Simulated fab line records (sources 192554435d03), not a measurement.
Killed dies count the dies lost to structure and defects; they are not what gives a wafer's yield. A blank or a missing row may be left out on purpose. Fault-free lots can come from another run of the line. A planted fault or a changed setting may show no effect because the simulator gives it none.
fab line records	flow n5Finfet
record lots=24	wafers=72	lastDay=19
route steps=1938 shown BEOL_M5@1128
lots with no fault: from the same line, run without faults
startH: hours from the record's first day to the start of the lot's first wafer shown	waitH: hours from the lot's prior step to this one	" unchanged from the row above	L1.1+2: a single row standing in for several wafers	- no value, or no start was given	* or withheld: withheld	< > ~ a bound
route shown NAME@n: NAME is a module with steps in the file, n the number in the route of the first one	usual: the fault-free wafers' mean and standard deviation	same: alike in all rows	chamber/n: place in a boat	sites: each site's reading	_std_site: standard deviation of those values	_edge_site: outer sites' mean less inner sites'	radiusMm: how far each site lies from the wafer's centre	mask NAME#n: copy n	behind: tool/chamber where the wafer was last shaped	hold: cause of the lot's hold/its duration in hours/its outcome	device: the transistor (n, p or np) that didn't switch	end of line: the route-end tests of the same wafers	a step without rows: its recipe alone	killed: count of dies lost to structure and defects at first sort (not the wafer's yield)	map: per-die view of a wafer (x killed, . not killed, _ where there is no die)
set.NAME: the setting that was run; set.NAME@STEP: the one run at that earlier step	model.NAME: the simulator's own value behind a step, which no gauge read
route steps across a sampled set of lots; one table per step, one row per wafer
services: the hour from which a tool's chamber was out of use, counted from the record's first day as startH (under 0 if before that day), plus the number of hours and why
## steps
# step N5_BEOL_M5_INSPECT_13
# recipe mode=adi	inspectInstrument=brightfield
# usual rawDefectCount=400/99
lot.wafer	tool	chamber	startH	waitH	rawDefectCount
L074.2	defectInspect-02	-	166.75	0.0	464
L074.3	"	-	"	"	442
L074.5	"	-	"	"	381
L075.3	defectInspect-01	-	173.23	0.0	507
L075.5	"	-	"	"	447
L075.6	"	-	"	"	316
L076.2	defectInspect-01	-	173.59	0.0	347
L076.4	"	-	"	"	298
L076.5	"	-	"	"	313
L078.1	defectInspect-02	-	191.32	0.1	409
L078.3	"	-	"	"	373
L078.5	"	-	"	"	423
L077.2	defectInspect-01	-	191.47	0.0	356
L077.4	"	-	"	"	350
L077.5	"	-	"	"	733
L079.3	defectInspect-01	-	199.30	0.0	299
L079.4	"	-	"	"	459
L079.6	"	-	"	"	383
L080.1	defectInspect-02	-	202.00	0.1	439
L080.3	"	-	"	"	431
L080.4	"	-	"	"	445
L081.1	defectInspect-02	-	216.12	0.1	500
L081.2	"	-	"	"	487
L081.5	"	-	"	"	541
L082.1	defectInspect-02	-	231.10	0.1	252
L082.3	"	-	"	"	345
L082.4	"	-	"	"	223
L083.1	defectInspect-02	-	234.60	0.1	367
L083.3	"	-	"	"	377
L083.6	"	-	"	"	305
L084.1	defectInspect-02	-	237.77	0.1	477
L084.3	"	-	"	"	349
L084.4	"	-	"	"	369
L087.3	defectInspect-02	-	259.57	0.0	622
L087.5	"	-	"	"	634
L087.6	"	-	"	"	466
L085.3	defectInspect-01	-	262.30	0.0	291
L085.4	"	-	"	"	296
L085.6	"	-	"	"	307
L086.1	defectInspect-01	-	262.46	0.1	251
L086.2	"	-	"	"	296
L086.6	"	-	"	"	247
L088.1	defectInspect-01	-	267.11	0.1	329
L088.3	"	-	"	"	419
L088.5	"	-	"	"	381
L090.1	defectInspect-01	-	267.21	0.1	356
L090.2	"	-	"	"	453
L090.4	"	-	"	"	445
L089.3	defectInspect-02	-	273.34	0.0	247
L089.5	"	-	"	"	301
L089.6	"	-	"	"	323
L092.1	defectInspect-02	-	288.18	0.1	389
L092.2	"	-	"	"	355
L092.6	"	-	"	"	351
L091.1	defectInspect-01	-	290.76	0.1	439
L091.2	"	-	"	"	536
L091.4	"	-	"	"	614
L093.1	defectInspect-02	-	294.27	0.1	349
L093.3	"	-	"	"	290
L093.6	"	-	"	"	254
L094.1	defectInspect-02	-	297.97	0.1	507
L094.3	"	-	"	"	533
L094.4	"	-	"	"	477
L095.1	defectInspect-02	-	300.22	0.1	422
L095.2	"	-	"	"	353
L095.5	"	-	"	"	406
L096.1	defectInspect-02	-	322.46	0.1	445
L096.5	"	-	"	"	488
L096.6	"	-	"	"	508
L097.2	defectInspect-02	-	325.93	0.0	481
L097.5	"	-	"	"	370
L097.6	"	-	"	"	376
# step N5_BEOL_M5_SPUTTER_83
# recipe material=Cu	targetThkA=150	tempC=-20	chamberPressurePa=0.07	powerW=withheld	timeS=27.62
# usual throttleValvePct=29.6/0.97
lot.wafer	tool	chamber	startH	waitH	throttleValvePct
L074.2	pvdSputter-01	-	172.60	0.5	30.1
L074.3	"	-	"	"	29.5
L074.5	"	-	"	"	28.5
L075.3	pvdSputter-03	-	181.25	0.5	29.6
L075.5	"	-	"	"	31.9
L075.6	"	-	"	"	29.9
L076.2	pvdSputter-01	-	183.66	0.5	29.4
L076.4	"	-	"	"	30.1
L076.5	"	-	"	"	28.3
L078.1	pvdSputter-01	-	196.45	0.5	28.5
L078.3	"	-	"	"	30.1
L078.5	"	-	"	"	29.6
L077.2	pvdSputter-02	-	196.96	0.5	28.8
L077.4	"	-	"	"	27.8
L077.5	"	-	"	"	28.0
L079.3	pvdSputter-02	-	204.87	0.5	27.7
L079.4	"	-	"	"	30.0
L079.6	"	-	"	"	29.9
L080.1	pvdSputter-02	-	210.54	0.5	29.6
L080.3	"	-	"	"	29.9
L080.4	"	-	"	"	27.6
L081.1	pvdSputter-01	-	221.74	0.5	30.3
L081.2	"	-	"	"	29.4
L081.5	"	-	"	"	29.9
L082.1	pvdSputter-03	-	237.84	0.5	31.9
L082.3	"	-	"	"	29.9
L082.4	"	-	"	"	29.4
L083.1	pvdSputter-01	-	245.32	0.5	28.6
L083.3	"	-	"	"	30.4
L083.6	"	-	"	"	29.8
L084.1	pvdSputter-03	-	247.58	0.5	29.6
L084.3	"	-	"	"	29.9
L084.4	"	-	"	"	29.4
L087.3	pvdSputter-03	-	264.38	0.5	29.8
L087.5	"	-	"	"	29.2
L087.6	"	-	"	"	29.4
L085.3	pvdSputter-03	-	270.08	0.5	29.5
L085.4	"	-	"	"	32.0
L085.6	"	-	"	"	32.1
L086.1	pvdSputter-01	-	272.02	0.5	30.2
L086.2	"	-	"	"	28.4
L086.6	"	-	"	"	29.7
L088.1	pvdSputter-02	-	276.49	0.5	28.7
L088.3	"	-	"	"	29.7
L088.5	"	-	"	"	28.6
L090.1	pvdSputter-01	-	278.56	0.5	30.1
L090.2	"	-	"	"	29.8
L090.4	"	-	"	"	30.2
L089.3	pvdSputter-03	-	282.03	0.5	29.5
L089.5	"	-	"	"	29.8
L089.6	"	-	"	"	29.5
L092.1	pvdSputter-01	-	295.03	0.5	29.6
L092.2	"	-	"	"	30.0
L092.6	"	-	"	"	28.6
L091.1	pvdSputter-03	-	297.39	0.5	29.7
L091.2	"	-	"	"	29.5
L091.4	"	-	"	"	29.7
L093.1	pvdSputter-03	-	302.92	0.5	29.5
L093.3	"	-	"	"	32.2
L093.6	"	-	"	"	29.3
L094.1	pvdSputter-01	-	303.88	0.5	30.0
L094.3	"	-	"	"	29.7
L094.4	"	-	"	"	30.3
L095.1	pvdSputter-02	-	309.76	0.5	28.6
L095.2	"	-	"	"	30.0
L095.5	"	-	"	"	29.9
L096.1	pvdSputter-01	-	329.06	0.5	29.9
L096.5	"	-	"	"	29.4
L096.6	"	-	"	"	30.1
L097.2	pvdSputter-02	-	337.78	0.5	27.6
L097.5	"	-	"	"	29.8
L097.6	"	-	"	"	28.2
# step N5_BEOL_M5_ANNEAL_89
# recipe tempC=400	timeS=1800	ambient=vacuum
# usual heaterPowerW=837/96
lot.wafer	tool	chamber	startH	waitH	heaterPowerW
L074.2	pvdSputter-01	-	173.77	0.0	767
L074.3	"	-	"	"	929
L074.5	"	-	"	"	725
L075.3	pvdSputter-03	-	182.41	0.0	976
L075.5	"	-	"	"	949
L075.6	"	-	"	"	692
L076.2	pvdSputter-01	-	184.83	0.0	906
L076.4	"	-	"	"	751
L076.5	"	-	"	"	714
L077.2	pvdSputter-02	-	198.13	0.0	789
L077.4	"	-	"	"	899
L077.5	"	-	"	"	889
L079.3	pvdSputter-02	-	206.04	0.0	877
L079.4	"	-	"	"	867
L079.6	"	-	"	"	863
L078.1	pvdSputter-01	-	208.04	0.0	705
L078.3	"	-	"	"	788
L078.5	"	-	"	"	928
L080.1	pvdSputter-02	-	211.70	0.0	860
L080.3	"	-	"	"	851
L080.4	"	-	"	"	871
L081.1	pvdSputter-01	-	222.90	0.0	772
L081.2	"	-	"	"	915
L081.5	"	-	"	"	956
L082.1	pvdSputter-03	-	239.01	0.0	1004
L082.3	"	-	"	"	702
L082.4	"	-	"	"	956
L083.1	pvdSputter-01	-	246.49	0.0	714
L083.3	"	-	"	"	760
L083.6	"	-	"	"	917
L084.1	pvdSputter-03	-	248.75	0.0	914
L084.3	"	-	"	"	681
L084.4	"	-	"	"	944
L087.3	pvdSputter-03	-	265.54	0.0	682
L087.5	"	-	"	"	976
L087.6	"	-	"	"	893
L085.3	pvdSputter-03	-	271.25	0.0	971
L085.4	"	-	"	"	970
L085.6	"	-	"	"	973
L086.1	pvdSputter-01	-	273.18	0.0	756
L086.2	"	-	"	"	676
L086.6	"	-	"	"	934
L088.1	pvdSputter-02	-	277.65	0.0	763
L088.3	"	-	"	"	861
L088.5	"	-	"	"	759
L090.1	pvdSputter-01	-	279.73	0.0	787
L090.2	"	-	"	"	951
L090.4	"	-	"	"	773
L089.3	pvdSputter-03	-	283.20	0.0	968
L089.5	"	-	"	"	668
L089.6	"	-	"	"	930
L092.1	pvdSputter-01	-	296.20	0.0	932
L092.2	"	-	"	"	759
L092.6	"	-	"	"	717
L091.1	pvdSputter-03	-	298.56	0.0	957
L091.2	"	-	"	"	871
L091.4	"	-	"	"	707
L093.1	pvdSputter-03	-	304.09	0.0	965
L093.3	"	-	"	"	962
L093.6	"	-	"	"	894
L094.1	pvdSputter-01	-	305.05	0.0	788
L094.3	"	-	"	"	948
L094.4	"	-	"	"	768
L095.1	pvdSputter-02	-	310.92	0.0	777
L095.2	"	-	"	"	853
L095.5	"	-	"	"	843
L096.1	pvdSputter-01	-	330.23	0.0	791
L096.5	"	-	"	"	930
L096.6	"	-	"	"	762
L097.2	pvdSputter-02	-	338.94	0.0	893
L097.5	"	-	"	"	861
L097.6	"	-	"	"	867
# step N5_BEOL_M5_PRE_CLEAN_77
# recipe gas=NH3/H2	timeS=15	tempC=*	rfPowerW=300
# usual heaterPowerW=82/5.5
lot.wafer	tool	chamber	startH	waitH	heaterPowerW	sinceWetCleanH
L074.2	cvdCo-02	1	175.61	0.0	87	1154
L074.3	"	2	"	"	87	258
L074.5	"	1	"	"	87	-
L075.3	cvdCo-01	0	184.28	0.1	75	-
L075.5	"	0	"	"	75	-
L075.6	"	2	"	"	84	-
L076.2	cvdCo-01	2	186.67	0.0	86	487
L076.4	"	2	"	"	84	-
L076.5	"	0	"	"	74	-
L077.2	cvdCo-01	0	199.98	0.0	73	960
L077.4	"	2	"	"	84	-
L077.5	"	2	"	"	85	-
L079.3	cvdCo-02	0	207.90	0.1	74	749
L079.4	"	2	"	"	86	-
L079.6	"	1	"	"	84	-
L078.1	cvdCo-02	2	210.33	0.2	82	292
L078.3	"	0	"	"	73	752
L078.5	"	2	"	"	83	-
L080.1	cvdCo-02	2	213.54	0.0	86	296
L080.3	"	1	"	"	86	1192
L080.4	"	1	"	"	85	-
L081.1	cvdCo-01	2	225.05	0.0	87	526
L081.2	"	0	"	"	76	985
L081.5	"	1	"	"	81	-
L082.1	cvdCo-02	0	240.84	0.0	74	782
L082.3	"	2	"	"	85	323
L082.4	"	1	"	"	86	-
L083.1	cvdCo-01	0	248.33	0.0	76	1008
L083.3	"	2	"	"	85	549
L083.6	"	0	"	"	76	-
L084.1	cvdCo-01	0	252.70	0.0	75	1013
L084.3	"	1	"	"	82	116
L084.4	"	0	"	"	76	-
L087.3	cvdCo-02	0	267.38	0.0	74	809
L087.5	"	0	"	"	75	-
L087.6	"	1	"	"	86	-
L085.3	cvdCo-02	2	273.09	0.0	87	355
L085.4	"	2	"	"	86	-
L085.6	"	1	"	"	85	-
L086.1	cvdCo-02	0	275.02	0.0	74	816
L086.2	"	2	"	"	86	357
L086.6	"	1	"	"	88	-
L088.1	cvdCo-02	1	279.49	0.0	88	1258
L088.3	"	2	"	"	85	361
L088.5	"	2	"	"	84	-
L090.1	cvdCo-02	1	282.08	0.0	87	1261
L090.2	"	2	"	"	84	364
L090.4	"	1	"	"	87	-
L089.3	cvdCo-01	2	285.05	0.0	88	586
L089.5	"	0	"	"	77	-
L089.6	"	2	"	"	87	-
L092.1	cvdCo-01	0	298.04	0.0	76	1058
L092.2	"	1	"	"	84	161
L092.6	"	2	"	"	86	-
L091.1	cvdCo-01	0	300.41	0.0	77	1060
L091.2	"	1	"	"	80	164
L091.4	"	2	"	"	88	-
L093.1	cvdCo-02	2	305.93	0.0	87	388
L093.3	"	0	"	"	74	847
L093.6	"	1	"	"	86	-
L094.1	cvdCo-01	1	306.90	0.0	82	170
L094.3	"	2	"	"	86	608
L094.4	"	1	"	"	81	-
L095.1	cvdCo-01	1	312.76	0.0	83	176
L095.2	"	2	"	"	86	613
L095.5	"	0	"	"	76	-
L096.1	cvdCo-02	2	332.07	0.0	85	414
L096.5	"	0	"	"	75	-
L096.6	"	1	"	"	87	-
L097.2	cvdCo-01	1	341.03	0.0	84	204
L097.5	"	0	"	"	75	-
L097.6	"	1	"	"	82	-
# step N5_BEOL_M5_DEP_56
# recipe material=SiCN	targetThkA=80	tempC=withheld	precursor=3MS/NH3	pressureTorr=3	rfW=202	timeS=14
# usual showerheadPlenumPTorr=3.651/0.02	throttleValvePct=9.2/0.69
lot.wafer	tool	chamber	startH	waitH	showerheadPlenumPTorr	sinceWetCleanH	throttleValvePct
L074.2	pecvd-03	0	175.78	0.0	3.616	698	8.6
L074.3	"	0	"	"	3.627	-	8.8
L074.5	"	0	"	"	3.615	-	8.9
L075.3	pecvd-03	2	184.51	0.0	3.688	-	8.1
L075.5	"	0	"	"	3.625	-	8.9
L075.6	"	2	"	"	3.691	-	8.5
L076.2	pecvd-01	2	186.88	0.0	3.633	313	8.9
L076.4	"	1	"	"	3.662	-	10.0
L076.5	"	2	"	"	3.644	-	8.8
L077.2	pecvd-02	0	200.19	0.0	3.671	904	8.8
L077.4	"	2	"	"	3.665	-	8.8
L077.5	"	1	"	"	3.644	-	9.1
L079.3	pecvd-01	1	208.05	0.0	3.648	1818	9.9
L079.4	"	0	"	"	3.634	-	10.7
L079.6	"	2	"	"	3.639	-	9.0
L078.1	pecvd-03	0	210.50	0.0	3.619	733	8.8
L078.3	"	1	"	"	3.663	-	9.2
L078.5	"	0	"	"	3.622	-	9.0
L080.1	pecvd-01	1	213.70	0.0	3.652	1824	10.0
L080.3	"	2	"	"	3.637	340	8.9
L080.4	"	0	"	"	3.635	-	10.5
L081.1	pecvd-01	2	225.20	0.0	3.626	352	8.8
L081.2	"	1	"	"	3.656	1835	9.7
L081.5	"	2	"	"	3.646	-	8.6
L082.1	pecvd-01	1	241.00	0.0	3.650	1851	10.0
L082.3	"	0	"	"	3.630	1126	10.1
L082.4	"	2	"	"	3.644	-	8.9
L083.1	pecvd-01	2	248.48	0.0	3.646	375	8.9
L083.3	"	1	"	"	3.671	1859	9.9
L083.6	"	2	"	"	3.637	-	8.7
L084.1	pecvd-03	2	252.85	0.0	3.680	21	8.2
L084.3	"	1	"	"	3.685	1500	9.6
L084.4	"	1	"	"	3.666	-	9.2
L087.3	pecvd-03	0	267.54	0.0	3.623	790	9.3
L087.5	"	2	"	"	3.684	-	8.2
L087.6	"	0	"	"	3.617	-	9.0
L085.3	pecvd-01	2	273.25	0.0	3.631	400	8.8
L085.4	"	1	"	"	3.664	-	10.1
L085.6	"	2	"	"	3.631	-	9.1
L086.1	pecvd-02	2	275.19	0.0	3.670	221	9.1
L086.2	"	0	"	"	3.662	979	9.1
L086.6	"	2	"	"	3.657	-	9.1
L088.1	pecvd-01	1	279.65	0.0	3.660	1890	9.9
L088.3	"	2	"	"	3.641	406	9.1
L088.5	"	1	"	"	3.663	-	10.1
L090.1	pecvd-01	1	282.23	0.0	3.663	1892	9.9
L090.2	"	2	"	"	3.625	409	8.9
L090.4	"	0	"	"	3.643	-	10.2
L089.3	pecvd-02	1	285.24	0.0	3.649	-	8.1
L089.5	"	1	"	"	3.656	-	8.2
L089.6	"	0	"	"	3.666	-	9.1
L092.1	pecvd-01	0	298.21	0.0	3.636	1183	10.1
L092.2	"	1	"	"	3.665	1908	9.8
L092.6	"	1	"	"	3.666	-	9.9
L091.1	pecvd-02	2	300.58	0.0	3.659	246	9.0
L091.2	"	0	"	"	3.673	1004	8.9
L091.4	"	0	"	"	3.673	-	9.0
L093.1	pecvd-03	0	306.08	0.0	3.617	829	8.6
L093.3	"	1	"	"	3.664	1554	9.5
L093.6	"	1	"	"	3.671	-	9.2
L094.1	pecvd-01	1	307.06	0.0	3.665	1917	9.8
L094.3	"	2	"	"	3.619	434	8.9
L094.4	"	2	"	"	3.636	-	8.5
L095.1	pecvd-03	2	312.92	0.0	3.683	82	8.2
L095.2	"	1	"	"	3.668	1561	9.4
L095.5	"	1	"	"	3.673	-	9.3
L096.1	pecvd-02	2	332.22	0.0	3.662	278	9.3
L096.5	"	2	"	"	3.669	-	9.1
L096.6	"	0	"	"	3.675	-	8.9
L097.2	pecvd-01	1	341.18	0.0	3.659	1951	9.8
L097.5	"	1	"	"	3.650	-	9.9
L097.6	"	0	"	"	3.634	-	10.3
# step N5_BEOL_M5_RS_MEAS_57
# recipe thkMeasGauge=four-point-probe	reads=Co_of_BEOL_M5_CO_CAP_78+Cu_of_BEOL_M5_ECD_50+Co_of_BEOL_M5_CVD_47+TaN_of_BEOL_M5_ALD_86
# usual M5_RS=0.390/0.011
lot.wafer	tool	chamber	startH	waitH	M5_RS[ohm/sq]
L074.2	filmMetro-01	-	175.86	0.1	0.378
L074.3	"	-	"	"	0.385
L074.5	"	-	"	"	0.391
L075.3	filmMetro-02	-	184.57	0.1	0.378
L075.5	"	-	"	"	0.385
L075.6	"	-	"	"	0.387
L076.2	filmMetro-02	-	186.95	0.1	0.377
L076.4	"	-	"	"	0.374
L076.5	"	-	"	"	0.369
L077.2	filmMetro-01	-	200.26	0.1	0.362
L077.4	"	-	"	"	0.379
L077.5	"	-	"	"	0.391
L079.3	filmMetro-01	-	208.12	0.1	0.368
L079.4	"	-	"	"	0.406
L079.6	"	-	"	"	0.386
L078.1	filmMetro-02	-	210.58	0.1	0.379
L078.3	"	-	"	"	0.392
L078.5	"	-	"	"	0.385
L080.1	filmMetro-01	-	213.76	0.0	0.408
L080.3	"	-	"	"	0.401
L080.4	"	-	"	"	0.405
L081.1	filmMetro-02	-	225.27	0.0	0.392
L081.2	"	-	"	"	0.404
L081.5	"	-	"	"	0.398
L082.1	filmMetro-01	-	241.07	0.0	0.401
L082.3	"	-	"	"	0.391
L082.4	"	-	"	"	0.406
L083.1	filmMetro-01	-	248.55	0.0	0.405
L083.3	"	-	"	"	0.386
L083.6	"	-	"	"	0.393
L084.1	filmMetro-01	-	252.92	0.0	0.419
L084.3	"	-	"	"	0.414
L084.4	"	-	"	"	0.409
L087.3	filmMetro-02	-	267.61	0.1	0.402
L087.5	"	-	"	"	0.386
L087.6	"	-	"	"	0.398
L085.3	filmMetro-02	-	273.32	0.1	0.399
L085.4	"	-	"	"	0.395
L085.6	"	-	"	"	0.402
L086.1	filmMetro-02	-	275.28	0.1	0.392
L086.2	"	-	"	"	0.394
L086.6	"	-	"	"	0.389
L088.1	filmMetro-01	-	279.72	0.0	0.392
L088.3	"	-	"	"	0.373
L088.5	"	-	"	"	0.395
L090.1	filmMetro-02	-	282.30	0.0	0.383
L090.2	"	-	"	"	0.392
L090.4	"	-	"	"	0.384
L089.3	filmMetro-02	-	285.30	0.1	0.379
L089.5	"	-	"	"	0.383
L089.6	"	-	"	"	0.375
L092.1	filmMetro-01	-	298.27	0.0	0.379
L092.2	"	-	"	"	0.363
L092.6	"	-	"	"	0.368
L091.1	filmMetro-01	-	300.64	0.0	0.392
L091.2	"	-	"	"	0.389
L091.4	"	-	"	"	0.383
L093.1	filmMetro-01	-	306.15	0.0	0.403
L093.3	"	-	"	"	0.392
L093.6	"	-	"	"	0.408
L094.1	filmMetro-01	-	307.12	0.0	0.404
L094.3	"	-	"	"	0.392
L094.4	"	-	"	"	0.398
L095.1	filmMetro-02	-	312.99	0.0	0.396
L095.2	"	-	"	"	0.376
L095.5	"	-	"	"	0.391
L096.1	filmMetro-01	-	332.29	0.0	0.382
L096.5	"	-	"	"	0.382
L096.6	"	-	"	"	0.387
L097.2	filmMetro-01	-	341.25	0.1	0.410
L097.5	"	-	"	"	0.410
L097.6	"	-	"	"	0.399
## services
tool	chamber	startH	hours	kind
cvdCo-01	2	167.15	10.9	repair
cvdCo-01	1	167.27	34.5	repair
pvdSputter-02	-	174.26	5.0	repair
pecvd-03	1	175.64	10.2	repair
cvdCo-02	-	178.10	0.3	repair
pecvd-02	-	181.53	0.9	repair
pecvd-01	-	189.49	2.2	repair
cvdCo-01	-	202.00	3.4	repair
pecvd-03	2	202.38	-	clean
pecvd-03	2	202.38	-	consumableReplace:showerhead
pecvd-03	2	202.38	29.0	scheduledDown
pecvd-03	2	202.38	29.0	ventCycle
pecvd-01	0	217.93	1.7	repair
pecvd-02	-	229.79	2.9	repair
pecvd-02	1	242.70	-	clean
pecvd-02	1	242.70	29.5	scheduledDown
pecvd-02	1	242.70	29.5	ventCycle
pecvd-02	1	272.20	5.5	scheduledDown
pecvd-01	0	295.95	2.1	scheduledDown
pecvd-01	-	312.06	6.0	pm
cvdCo-01	-	331.05	6.9	pm
cvdCo-02	1	333.51	-	clean
cvdCo-02	1	333.51	22.0	scheduledDown
cvdCo-02	1	333.51	22.0	ventCycle
## key
fault none
